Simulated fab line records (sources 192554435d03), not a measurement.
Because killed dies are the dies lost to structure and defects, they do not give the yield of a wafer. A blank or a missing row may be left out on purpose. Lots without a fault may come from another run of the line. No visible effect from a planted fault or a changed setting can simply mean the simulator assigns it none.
Comparing a struck lot with a sound one | flow n5Finfet | 26 out of 1938 route steps
Sound: wafers L121.3, L121.4, L121.6. Struck: wafer L133.5 (L133.1, L133.4, from the same lot, were not struck and are left out); the cause is given at the end.
For every step that has rows: the tool of each side, followed by ch and its chambers, followed by its first start. Under that, the readings that differ: sound wafers | struck wafers | difference of the means | sigmas: that difference in standard deviations of wafers without a fault.
alike: a reading whose means differ by less than 2 such deviations, as well as words and numbers matching on both sides. not compared: withheld readings; readings where some wafer has no value; bounds like >300 that might hide an equal value; numbers whose values overlap and for which the record gives no deviation.
Wherever a step has rows on one side only, a row that says differs or no value, or a row with sigmas, the two part there. Numbers that don't overlap but have no deviation are shown without sigmas and don't part them. Lack of a reading on every wafer of one side parts them only where that side has two or more wafers.

first, 1 step without rows for these wafers: N5_BEOL_M0_WET_ETCH_106 (etches SiO2 in DHF, target depth 130 nm, rinse time 30 s).
N5_BEOL_M0_ETCH_128: etches SiCN in CF4/N2, target depth 12 nm, overetch 5.1 nm, time 21.4 s.
  sound on rieDiel-01 ch 1,2, day 6 02:00; struck on rieDiel-01 ch 3, day 9 04:24
  alike: drypumpMotorCurrentA, oesProductAu, rfFwdPowerW, rfVppV, showerheadPlenumPTorr, throttleValvePct
  not compared: rfHoursCounterH
N5_BEOL_M0_TRENCH_ETCH_107: etches SiOC in C4F6/O2, target depth 32.8 nm, time 16.4 s.
  sound on rieDiel-01 ch 1,2, day 6 02:02; struck on rieDiel-01 ch 3, day 9 04:26
  alike: drypumpMotorCurrentA, oesProductAu, rfFwdPowerW, rfVppV, showerheadPlenumPTorr, throttleValvePct
  not compared: rfHoursCounterH
then, 1 step without rows for these wafers: N5_BEOL_M0_STRIP_142 (strips in N2/H2, time 10 s).
N5_BEOL_M0_OCD_MEAS_108:
  struck on ocd-01, day 9 04:32; sound on ocd-01, day 6 02:09
  alike: trenchDepthNm
then, 2 steps without rows for these wafers: N5_BEOL_M0_HM_STRIP_129 (strips TiN in peroxide tin strip, target depth 17 nm, time 108 s); N5_BEOL_M0_SRD_130 (time 30 s).
N5_BEOL_M0_ETCH_109: etches SiCN in CH3F/O2, target depth 8 nm, overetch 2.4 nm, time 27.4 s.
  sound on rieDiel-05 ch 1,2,3, day 6 02:15; struck on rieDiel-05 ch 1, day 9 04:40
  alike: drypumpMotorCurrentA, oesProductAu, rfFwdPowerW, rfVppV, showerheadPlenumPTorr, throttleValvePct
  not compared: rfHoursCounterH
then, 4 steps without rows for these wafers: N5_BEOL_M0_STRIP_139 (strips in post etch residue remover, time 60 s); N5_BEOL_M0_SRD_111 (time 30 s); N5_BEOL_M0_DEGAS_112 (time 60 s); N5_BEOL_M0_PRE_CLEAN_113 (time 30 s).
N5_BEOL_M0_ALD_136: deposits TaN, pulse time 2 s, purge time 3 s, co reactant purge time 2 s.
  sound on aldMetal-04 ch 1,2,3, day 6 03:19; struck on aldMetal-02 ch 3, day 9 05:17
reading   | sound    | struck | difference | sigmas
aldCycles | 30 30 30 | 47     | +17        | 
  alike: heaterPowerW, precursorVesselTempC
  not compared: model.TaN_of_BEOL_M0_ALD_136.thkNm
then, 3 steps without rows for these wafers: N5_BEOL_M0_SURFACE_TREAT_137; N5_BEOL_M0_CVD_115 (deposits Co from CCTBA/H2, time 120 s); N5_BEOL_M0_SPUTTER_116 (material Cu, target thk 4 nm, time 7.37 s).
N5_BEOL_M0_ANNEAL_117: time 60 s.
  struck on pvdSputter-01, day 9 06:07; sound on pvdSputter-01, day 6 03:52
  alike: heaterPowerW, susceptor_temp_C_max
then, 6 steps without rows for these wafers: N5_BEOL_M0_SPUTTER_132 (material Cu, target thk 4 nm, time 7.37 s); N5_BEOL_M0_ANNEAL_133 (time 60 s); N5_BEOL_M0_SPUTTER_134 (material Cu, target thk 4 nm, time 7.37 s); N5_BEOL_M0_ANNEAL_135 (time 60 s); N5_BEOL_M0_SPUTTER_141 (material Cu, target thk 4 nm, time 7.37 s); N5_BEOL_M0_ECD_118 (material Cu, target thk 300 nm).
N5_BEOL_M0_ANNEAL_119: time 90 s.
  sound on rtpAnneal-01 ch 0, day 6 04:38; struck on rtpAnneal-01 ch 0, day 9 06:43
reading          | sound                | struck | difference | sigmas
wafer_temp_C_max | 225.94 226.57 226.09 | 226.81 | +0.61      | +2
N5_BEOL_M0_CMP_120: polishes, stops on SiOC, t overpolish 6.9 s.
  sound on cmp-03 ch 0,2,3, day 6 04:52; struck on cmp-03 ch 3, day 9 07:02
reading                   | sound          | struck | difference | sigmas
barrierFieldEndpointS (s) | 3.70 3.64 3.68 | 4.46   | +0.79      | +7
  alike: motorCurrentA
-- the record jumps here: 2 days lie between the struck wafers' starts before and after (it left off in module BEOL_M0 and takes up again in module BEOL_M4, whose first step shown is number 1111 of the route) --
N5_BEOL_M4_RC_MEAS_101:
  sound on prober-01 ch 0, day 8 11:59; struck on prober-01 ch 0, day 11 09:34
reading   | sound       | struck | difference | sigmas
VT_N (mV) | 247 246 248 | 256    | +9         | +3
  alike: DIBL_N, DIBL_P, IOFF_N, IOFF_P, ION_N, ION_P, SS_N, SS_P, VT_P

== WHERE THEY PART ==
At N5_BEOL_M0_ANNEAL_119 first; at N5_BEOL_M4_RC_MEAS_101 last (within this record only).

WHY: what the simulator had put in
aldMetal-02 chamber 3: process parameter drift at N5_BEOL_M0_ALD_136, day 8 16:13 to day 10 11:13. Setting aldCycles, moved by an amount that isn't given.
